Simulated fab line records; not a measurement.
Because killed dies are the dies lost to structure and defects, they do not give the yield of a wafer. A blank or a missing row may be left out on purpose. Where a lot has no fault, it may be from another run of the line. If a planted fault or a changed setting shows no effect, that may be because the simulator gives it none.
fab line records ; flow nand_harc
[record] lots = 11; wafers = 33; last_day = 23
route steps=1159 shown A_STAIRCASE@581 END@1159
lots untouched by any fault: they come from a run of this same line in which no faults occurred
start_h: hours from the record's first day to the start of the lot's first wafer shown ; wait_h: hours since the lot's step before ; " same as the row above ; L1.1+2: a row that stands for several wafers ; - no value present, or no start provided ; * or withheld: withheld ; < > ~ a bound
route shown NAME@n: NAME is a module with steps in the file, n the number in the route of the first one ; usual: mean/standard deviation taken from wafers without a fault ; same: alike in all rows ; chamber/n: place in a boat ; sites: per-site readings ; _std_site: the values' standard deviation ; _edge_site: outer sites' mean less inner sites' ; radius_mm: for every site, how far away it sits from the centre of the wafer ; mask NAME#n: copy n ; behind: the tool/chamber that last shaped the wafer ; hold: the reason the lot was held/the length of the hold in hours/how it ended ; device: names the non-switching transistor (n, p or np) ; end of line: tests of these same wafers at the route's end ; for a step that has no rows: nothing shown but its recipe ; killed: dies lost to structure and defects at the first sort, not the wafer's yield ; map: a wafer's dies, x killed, . not, _ none there
set.NAME: the setting the step ran with; set.NAME@STEP: the setting that earlier step ran with ; model.NAME: the simulator's own value behind a step, which no gauge read
the route's steps for a sample of lots (tables are steps, rows are wafers)
services: a tool's chamber out of use, with start hour (start_h, from the record's first day; less than 0 if before it), hours out, and reason
[[steps]]
[step NHARC_A_STAIRCASE_TRIM_187]
[recipe] time_s = 211.2; o2_flow_sccm = 500; ar_flow_sccm = 0; bias_w = 0; chemistry = O2
[usual] drypump_motor_current_A = 5.9/0.51; oes_product_au = 0.998/0.014; rf_vpp_V = 57.8/0.84; run_length_s = 232.7/0.44; showerhead_plenum_p_Torr = 3.54/0.19; throttle_valve_pct = 17.035/0.0091
lot.wafer;tool;chamber;start_h;wait_h;drypump_motor_current_A;oes_product_au;rf_hours_counter_h;rf_vpp_V;run_length_s;showerhead_plenum_p_Torr;throttle_valve_pct
L737.3;rie_diel-11;3;250.80;0.1;6.6;0.990;22;57.3;232.4;3.33;17.041
L737.2;rie_diel-11;2;250.80;0.1;6.1;0.987;19;59.3;233.0;3.80;17.028
L737.5;rie_diel-11;0;250.80;0.1;5.8;0.994;-;57.2;232.4;3.37;17.027
L738.2;rie_diel-11;2;259.16;0.1;6.1;0.979;22;58.1;232.3;3.80;17.041
L738.4;rie_diel-11;2;259.16;0.1;6.1;0.980;-;59.2;232.6;3.79;17.033
L738.5;rie_diel-11;3;259.16;0.1;6.6;0.995;-;56.7;232.5;3.33;17.041
L742.4;rie_diel-05;3;271.65;0.1;6.5;1.024;39;57.1;233.7;3.30;17.027
L742.2;rie_diel-05;0;271.65;0.1;4.7;1.005;38;59.1;232.6;3.49;17.025
L742.6;rie_diel-05;3;271.65;0.1;6.5;1.021;-;58.0;233.2;3.30;17.044
L744.1;rie_diel-12;2;285.30;0.1;5.3;1.001;25;57.6;232.6;3.35;17.041
L744.3;rie_diel-12;1;285.30;0.1;5.9;0.994;26;57.2;233.4;3.79;17.052
L744.5;rie_diel-12;2;285.30;0.1;5.4;1.005;-;57.8;232.6;3.35;17.033
L745.1;rie_diel-12;0;286.04;0.2;6.1;0.994;26;58.3;232.0;3.66;17.042
L745.3;rie_diel-12;1;286.04;0.2;5.9;0.999;26;57.8;233.2;3.79;17.031
L745.5;rie_diel-12;3;286.04;0.2;5.6;1.018;-;57.9;233.2;3.64;17.032
L746.2;rie_diel-12;1;291.23;0.2;5.9;1.004;29;58.0;232.8;3.79;17.039
L746.1;rie_diel-12;3;291.23;0.2;5.5;1.010;28;58.9;232.6;3.64;17.038
L746.6;rie_diel-12;1;291.23;0.2;5.9;0.996;-;58.6;233.0;3.79;17.045
L747.4;rie_diel-05;3;305.19;0.1;6.5;0.998;48;56.9;233.1;3.29;17.042
L747.1;rie_diel-05;1;305.19;0.1;5.7;0.990;51;58.2;232.2;3.48;17.037
L747.5;rie_diel-05;2;305.19;0.1;6.1;0.991;-;56.8;233.2;3.37;17.026
L751.2;rie_diel-11;0;339.87;0.1;5.8;1.019;53;56.9;232.7;3.35;17.047
L751.1;rie_diel-11;1;339.87;0.1;5.7;1.024;59;58.2;232.7;3.75;17.041
L751.5;rie_diel-11;3;339.87;0.1;6.6;1.002;-;57.1;232.6;3.31;17.029
L753.1;rie_diel-12;2;341.67;0.1;5.4;0.987;42;57.9;232.9;3.34;17.036
L753.4;rie_diel-12;3;341.67;0.1;5.5;0.999;42;59.3;232.7;3.63;17.029
L753.6;rie_diel-12;2;341.67;0.1;5.4;0.985;-;57.7;232.7;3.34;17.036
L754.4;rie_diel-05;2;350.87;0.1;6.1;0.970;0;58.0;233.3;3.36;17.036
L754.3;rie_diel-05;0;350.87;0.1;4.8;1.006;0;58.0;232.1;3.48;17.041
L754.1;rie_diel-05;1;350.87;0.1;5.7;1.022;0;56.5;232.1;3.47;17.038
L758.2;rie_diel-05;3;366.65;0.6;6.5;0.997;5;59.2;233.0;3.81;17.037
L758.4;rie_diel-05;2;366.65;0.6;6.1;0.970;5;58.6;233.0;3.36;17.032
L758.5;rie_diel-05;0;366.65;0.6;4.7;1.006;-;57.4;232.7;3.48;17.034
[step NHARC_A_STAIRCASE_TRIM_196]
[recipe] time_s = 211.2; o2_flow_sccm = 500; ar_flow_sccm = 0; bias_w = 0; chemistry = O2
[usual] drypump_motor_current_A = 5.8/0.5; oes_product_au = 0.996/0.016; rf_vpp_V = 57.7/0.94; run_length_s = 232.7/0.41; showerhead_plenum_p_Torr = 3.53/0.18; throttle_valve_pct = 17.036/0.0099
lot.wafer;tool;chamber;start_h;wait_h;drypump_motor_current_A;oes_product_au;rf_hours_counter_h;rf_vpp_V;run_length_s;showerhead_plenum_p_Torr;throttle_valve_pct
L737.2;rie_diel-11;2;251.87;0.1;6.1;0.986;20;57.5;232.7;3.80;17.036
L737.3;rie_diel-11;3;251.87;0.1;6.6;0.995;22;57.6;232.5;3.33;17.036
L737.5;rie_diel-11;1;251.87;0.1;5.7;1.010;-;57.5;232.5;3.77;17.032
L738.4;rie_diel-12;2;260.62;0.1;5.3;0.973;14;56.4;233.0;3.36;17.044
L738.2;rie_diel-12;3;260.62;0.1;5.5;1.009;15;56.4;232.9;3.65;17.023
L738.5;rie_diel-12;1;260.62;0.1;5.9;0.984;-;58.6;232.9;3.80;17.060
L742.2;rie_diel-12;2;272.69;0.1;5.4;0.995;22;56.6;232.6;3.35;17.019
L742.4;rie_diel-12;3;272.69;0.1;5.6;1.021;21;57.2;232.5;3.64;17.052
L742.6;rie_diel-12;2;272.69;0.1;5.4;0.998;-;59.1;232.9;3.35;17.042
L744.3;rie_diel-05;3;286.74;0.1;6.5;1.003;43;57.6;233.2;3.30;17.037
L744.1;rie_diel-05;0;286.74;0.1;4.8;0.982;43;56.9;232.3;3.49;17.030
L744.5;rie_diel-05;0;286.74;0.1;4.8;0.991;-;56.6;232.2;3.49;17.026
L745.3;rie_diel-05;1;287.49;0.1;5.7;0.991;45;56.5;232.2;3.48;17.027
L745.1;rie_diel-05;2;287.49;0.1;6.1;0.986;46;55.1;233.1;3.37;17.036
L745.5;rie_diel-05;1;287.49;0.1;5.7;0.992;-;57.0;232.2;3.48;17.025
L746.2;rie_diel-11;1;292.38;0.1;5.7;1.015;42;58.8;232.9;3.76;17.045
L746.1;rie_diel-11;2;292.38;0.1;6.1;0.985;40;57.6;232.4;3.78;17.035
L746.6;rie_diel-11;0;292.38;0.1;5.8;0.998;-;57.3;233.0;3.36;17.038
L747.1;rie_diel-11;2;306.22;0.1;6.1;0.974;43;59.4;233.1;3.78;17.060
L747.4;rie_diel-11;3;306.22;0.1;6.7;0.990;43;57.8;232.4;3.32;17.031
L747.5;rie_diel-11;1;306.22;0.1;5.7;1.014;-;58.8;232.9;3.75;17.039
L751.1;rie_diel-11;3;341.01;0.1;6.6;1.011;57;56.4;232.8;3.31;17.026
L751.2;rie_diel-11;0;341.01;0.1;5.8;0.999;54;56.7;150.6;3.36;17.048
L751.5;rie_diel-11;2;341.01;0.1;6.1;1.004;-;57.8;232.4;3.77;17.034
L753.1;rie_diel-12;1;343.11;0.1;6.0;0.983;43;57.3;232.8;3.78;17.028
L753.4;rie_diel-12;2;343.11;0.1;5.4;0.986;43;57.3;232.8;3.34;17.029
L753.6;rie_diel-12;1;343.11;0.1;5.9;0.985;-;58.6;233.3;3.78;17.024
L754.1;rie_diel-12;0;351.89;0.1;6.1;0.976;47;56.6;232.3;3.65;17.019
L754.4;rie_diel-12;2;351.89;0.1;5.3;0.987;47;57.9;232.7;3.34;17.037
L754.3;rie_diel-12;3;351.89;0.1;5.5;0.989;46;57.0;232.5;3.63;17.051
L758.4;rie_diel-05;2;367.99;0.1;6.2;0.978;5;56.8;233.3;3.36;17.046
L758.2;rie_diel-05;3;367.99;0.1;6.5;1.011;5;58.9;233.2;3.81;17.031
L758.5;rie_diel-05;0;367.99;0.1;4.8;1.025;-;57.2;232.5;3.48;17.042
[step NHARC_A_STAIRCASE_ETCH_199]
[recipe] target_depth_a = 1000; time_s = 40.5; ion_energy_ev = 400; c4f8_flow_sccm = 20; o2_flow_sccm = 10; ar_flow_sccm = withheld; rf_w = 600; bias_w = 1000; chemistry = C4F8/O2
[usual] oes_product_au = 0.940/0.016; rf_vpp_V = 896/6.6
lot.wafer;tool;chamber;start_h;wait_h;oes_product_au;rf_hours_counter_h;rf_vpp_V
L737.3;rie_diel-11;1;-;-;0.957;21;904
L737.2;rie_diel-11;3;-;-;0.932;22;890
L737.5;rie_diel-11;1;-;-;0.959;-;906
L738.2;rie_diel-12;3;-;-;0.947;15;899
L738.4;rie_diel-12;0;-;-;0.915;15;902
L738.5;rie_diel-12;0;-;-;0.916;-;900
L742.2;rie_diel-12;3;-;-;0.951;21;901
L742.4;rie_diel-12;1;-;-;0.946;22;905
L742.6;rie_diel-12;0;-;-;0.933;-;902
L744.1;rie_diel-05;2;-;-;0.949;45;891
L744.3;rie_diel-05;0;-;-;0.933;43;895
L744.5;rie_diel-05;3;-;-;0.958;-;888
L745.1;rie_diel-05;2;-;-;0.933;46;891
L745.3;rie_diel-05;0;-;-;0.958;43;895
L745.5;rie_diel-05;3;-;-;0.967;-;887
L746.2;rie_diel-11;2;-;-;0.922;40;906
L746.1;rie_diel-11;3;-;-;0.955;40;889
L746.6;rie_diel-11;0;-;-;0.951;-;888
L747.1;rie_diel-11;3;-;-;0.962;43;889
L747.4;rie_diel-11;2;-;-;0.931;43;906
L747.5;rie_diel-11;3;-;-;0.959;-;888
L751.2;rie_diel-11;3;-;-;0.949;57;888
L751.1;rie_diel-11;0;-;-;0.952;54;888
L751.5;rie_diel-11;0;-;-;0.948;-;890
L753.1;rie_diel-12;1;-;-;0.925;44;905
L753.4;rie_diel-12;0;-;-;0.909;43;900
L753.6;rie_diel-12;1;-;-;0.925;-;906
L754.4;rie_diel-12;2;-;-;0.927;47;888
L754.1;rie_diel-12;3;-;-;0.942;47;899
L754.3;rie_diel-12;0;-;-;0.922;47;900
L758.2;rie_diel-05;3;-;-;0.940;5;906
L758.4;rie_diel-05;1;-;-;0.960;5;893
L758.5;rie_diel-05;0;-;-;0.952;-;893
[step NHARC_A_STAIRCASE_TRIM_202]
[recipe] time_s = 211.2; o2_flow_sccm = 500; ar_flow_sccm = 0; bias_w = 0; chemistry = O2
[usual] drypump_motor_current_A = 5.8/0.51; oes_product_au = 0.996/0.014; rf_vpp_V = 57.8/0.97; run_length_s = 232.7/0.44; showerhead_plenum_p_Torr = 3.53/0.18; throttle_valve_pct = 17.037/0.01
lot.wafer;tool;chamber;start_h;wait_h;drypump_motor_current_A;oes_product_au;rf_hours_counter_h;rf_vpp_V;run_length_s;showerhead_plenum_p_Torr;throttle_valve_pct
L737.2;rie_diel-11;1;-;-;5.7;1.004;21;57.6;232.8;3.77;17.037
L737.3;rie_diel-11;2;-;-;6.1;0.988;20;58.6;232.3;3.80;17.030
L737.5;rie_diel-11;2;-;-;6.1;0.970;-;57.9;232.6;3.80;17.018
L738.4;rie_diel-12;2;-;-;5.3;0.987;15;57.6;232.6;3.36;17.051
L738.2;rie_diel-12;0;-;-;6.1;0.988;15;57.6;232.0;3.67;17.044
L738.5;rie_diel-12;2;-;-;5.4;0.992;-;59.2;232.7;3.36;17.032
L742.2;rie_diel-12;3;-;-;5.5;1.018;22;58.7;232.7;3.64;17.050
L742.4;rie_diel-12;1;-;-;5.9;1.002;23;61.4;232.8;3.79;17.039
L742.6;rie_diel-12;3;-;-;5.5;1.016;-;56.9;232.6;3.64;17.026
L744.3;rie_diel-05;0;-;-;4.8;0.991;43;58.9;232.8;3.49;17.052
L744.1;rie_diel-05;1;-;-;5.7;0.986;45;57.1;232.1;3.48;17.023
L744.5;rie_diel-05;2;-;-;6.1;0.982;-;58.6;233.0;3.37;17.048
L745.3;rie_diel-05;1;-;-;5.7;0.998;45;57.6;232.5;3.48;17.059
L745.1;rie_diel-05;3;-;-;6.5;1.013;44;58.1;233.3;3.30;17.051
L745.5;rie_diel-05;2;-;-;6.1;0.989;-;57.9;233.2;3.37;17.034
L746.2;rie_diel-11;0;-;-;5.8;1.006;38;59.3;232.5;3.36;17.028
L746.1;rie_diel-11;2;-;-;6.1;0.982;40;58.7;232.4;3.78;17.058
L746.6;rie_diel-11;0;-;-;5.8;1.006;-;57.1;233.0;3.36;17.037
L747.1;rie_diel-11;0;-;-;5.8;1.009;41;57.1;232.6;3.36;17.042
L747.4;rie_diel-11;2;-;-;6.1;0.981;43;58.7;232.6;3.78;17.038
L747.5;rie_diel-11;1;-;-;5.6;1.025;-;59.0;233.2;3.75;17.034
L751.2;rie_diel-11;0;-;-;5.7;1.000;54;58.2;232.7;3.35;17.038
L751.1;rie_diel-11;2;-;-;6.1;0.984;58;59.0;232.3;3.77;17.022
L751.5;rie_diel-11;3;-;-;6.6;1.002;-;58.7;233.0;3.31;17.016
L753.1;rie_diel-12;2;-;-;5.4;0.995;44;56.8;232.5;3.34;17.033
L753.4;rie_diel-12;3;-;-;5.5;1.000;43;57.3;233.1;3.63;17.039
L753.6;rie_diel-12;0;-;-;6.1;0.964;-;58.8;231.8;3.65;17.037
L754.1;rie_diel-12;1;-;-;5.9;0.985;48;57.7;233.4;3.78;17.028
L754.3;rie_diel-12;3;-;-;5.6;1.004;49;57.3;232.6;3.63;17.019
L754.4;rie_diel-12;0;-;-;6.1;0.966;48;57.5;232.0;3.65;17.022
L758.4;rie_diel-05;3;-;-;6.5;1.005;6;57.6;233.3;3.80;17.044
L758.2;rie_diel-05;0;-;-;4.8;1.012;6;58.4;232.4;3.48;17.037
L758.5;rie_diel-05;2;-;-;6.1;0.969;-;55.8;233.2;3.36;17.045
[step NHARC_END_SORT_01]
[recipe] temp_c = 25
[usual] killed_at_array = 25/10; killed_at_other = 0.6/0.91; killed_at_periphery = 3.6/2.9; killed_dies = 29/10; killed_open = 3.3/2; killed_short = 1.9/1.5
[same] gross_dies = 677
lot.wafer;tool;chamber;start_h;wait_h;killed_at_array;killed_at_other;killed_at_periphery;killed_dies;killed_open;killed_short
L744.1;prober-02;0;491.65;2.5;18;1;1;20;1;2
L744.3;prober-02;0;493.24;3.1;16;0;4;20;5;3
L744.5;prober-02;0;494.84;3.7;24;0;2;26;3;2
L745.1;prober-02;0;499.45;2.5;18;0;12;30;4;2
L745.3;prober-02;0;501.04;3.1;17;0;5;22;2;1
L745.5;prober-02;0;502.64;3.7;16;0;8;24;3;1
L751.1;prober-02;0;540.38;2.5;20;2;2;24;4;1
L751.2;prober-02;0;541.18;2.8;657;2;0;659;1;1
L751.5;prober-02;0;543.56;3.7;23;3;1;27;2;3
// killed by level:class
L744.1 A_SLIT:chamber_film_flake=10 A_CONTACT:chamber_film_flake=3 A_STAIRCASE:chamber_film_flake=2 A_ONON_D1:geometric_particle:short=1 A_BLC:geometric_particle:open=1 STARTING-WAFER:geometric_particle:short=1 P_STI:chamber_film_flake=1 A_CHANNEL_HOLE_D1:chamber_film_flake=1
L744.3 A_SLIT:chamber_film_flake=7 A_CONTACT:geometric_particle:open=2 A_CHANNEL_HOLE_D1:chamber_film_flake=2 A_CONTACT:chamber_film_flake=2 P_CONTACT:geometric_particle:short=1 P_M0:geometric_particle:short=1 P_M0:geometric_particle:open=1 P_M1:geometric_particle:short=1
L744.5 A_SLIT:chamber_film_flake=12 A_CONTACT:chamber_film_flake=3 A_CHANNEL_HOLE_D1:chamber_film_flake=2 A_STAIRCASE:chamber_film_flake=2 A_ONON_D1:geometric_particle:open=1 A_CONTACT:geometric_particle:short=1 A_BLC:geometric_particle:open=1 A_M0:geometric_particle:open=1
L745.1 A_CHANNEL_HOLE_D1:chamber_film_flake=7 P_CONTACT:chamber_film_flake=6 A_STAIRCASE:chamber_film_flake=4 P_STI:chamber_film_flake=3 A_WL_FILL:chamber_film_flake=2 P_M0:geometric_particle:short=1 P_M0:geometric_particle:open=1 A_ONON_D1:geometric_particle:open=1
L745.3 A_CHANNEL_HOLE_D1:chamber_film_flake=9 P_STI:chamber_film_flake=4 A_STAIRCASE:chamber_film_flake=3 A_CONTACT:chamber_film_flake=2 A_CHANNEL_FILL_D1:geometric_particle:short=1 A_SLIT:geometric_particle:open=1 A_BLC:geometric_particle:open=1 P_CONTACT:chamber_film_flake=1
L745.5 P_CONTACT:chamber_film_flake=6 A_CHANNEL_HOLE_D1:chamber_film_flake=6 A_CHANNEL_FILL_D1:chamber_film_flake=4 A_WL_FILL:chamber_film_flake=2 P_GATE:geometric_particle:short=1 A_SGD_CUT:geometric_particle:open=1 A_BLC:geometric_particle:open=1 A_M1:geometric_particle:open=1
L751.1 A_STAIRCASE:chamber_film_flake=8 A_CHANNEL_HOLE_D1:chamber_film_flake=7 A_BLC:chamber_film_flake=2 P_CONTACT:geometric_particle:open=1 A_CHANNEL_FILL_D1:geometric_particle:open=1 A_CONTACT:geometric_particle:open=1 A_CONTACT:geometric_particle:short=1 STARTING-WAFER:geometric_particle:open=1
L751.2 A_STAIRCASE:area_trim=625 A_CHANNEL_HOLE_D1:chamber_film_flake=22 A_STAIRCASE:chamber_film_flake=4 A_CONTACT:chamber_film_flake=2 HYBRID_BOND:chamber_film_flake=2 A_CHANNEL_FILL_D1:geometric_particle:open=1 A_BLC:geometric_particle:short=1 A_SLIT:chamber_film_flake=1
L751.5 A_CHANNEL_HOLE_D1:chamber_film_flake=9 A_STAIRCASE:chamber_film_flake=3 A_CONTACT:chamber_film_flake=3 HYBRID_BOND:chamber_film_flake=3 A_WL_FILL:geometric_particle:short=2 A_BLC:chamber_film_flake=2 P_M0:geometric_particle:open=1 A_BLC:geometric_particle:short=1
[[services]]
tool;chamber;start_h;hours;kind
rie_diel-12;0;236.04;-;clean
rie_diel-12;1;236.04;-;clean
rie_diel-12;2;236.04;-;clean
rie_diel-12;3;236.04;-;clean
rie_diel-11;2;242.83;4.5;repair
rie_diel-11;0;259.02;6.5;repair
rie_diel-12;0;260.54;-;clean
rie_diel-12;1;260.54;-;clean
rie_diel-12;2;260.54;-;clean
rie_diel-12;3;260.54;-;clean
rie_diel-12;0;285.04;-;clean
rie_diel-12;1;285.04;-;clean
rie_diel-12;2;285.04;-;clean
rie_diel-12;3;285.04;-;clean
rie_diel-12;0;309.54;-;clean
rie_diel-12;1;309.54;-;clean
rie_diel-12;2;309.54;-;clean
rie_diel-12;3;309.54;-;clean
rie_diel-12;0;334.08;-;clean
rie_diel-12;1;334.08;-;clean
rie_diel-12;2;334.08;-;clean
rie_diel-12;3;334.08;-;clean
rie_diel-05;-;340.65;9.0;pm
rie_diel-11;-;366.55;9.0;pm
[[key]]
[first_sign] step = NHARC_A_STAIRCASE_TRIM_196; reading = run_length_s; direction = down; sigmas = 99+; usual = *; struck = *
[effect] step = NHARC_END_SORT_01; reading = killed_dies; direction = up; sigmas = 61; usual = 29; struck = 659
[more_kills_born_at] NHARC_A_STAIRCASE_TRIM_196@rie_diel-11 = 625
met_at NHARC_A_STAIRCASE_TRIM_196
struck_lots L751
struck_wafers L751.2
later_rows_left_out L751.2
tester_left_out L751
not_acting_at NHARC_A_STAIRCASE_TRIM_187,NHARC_A_STAIRCASE_ETCH_199,NHARC_A_STAIRCASE_TRIM_202
onset_between 292.38 341.01
[fault] kind = process_parameter_drift; tool = rie_diel-11; chamber = 0; onset_h = 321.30; steps = NHARC_A_STAIRCASE_TRIM_196; channel = time_s; offset = *; shape = step; acts_in = *; stated = *
// tester_left_out: of these lots the tester's yield and bins aren't shown, on N5 and GAA mostly nor the transistor test; their killed dies are dies lost to structure and defects alone, not to doping, threshold or leakage, so they don't give the yield
// later_rows_left_out: the simulator's readings of these wafers behind a module that went badly wrong aren't trusted and aren't shown, but for the sort
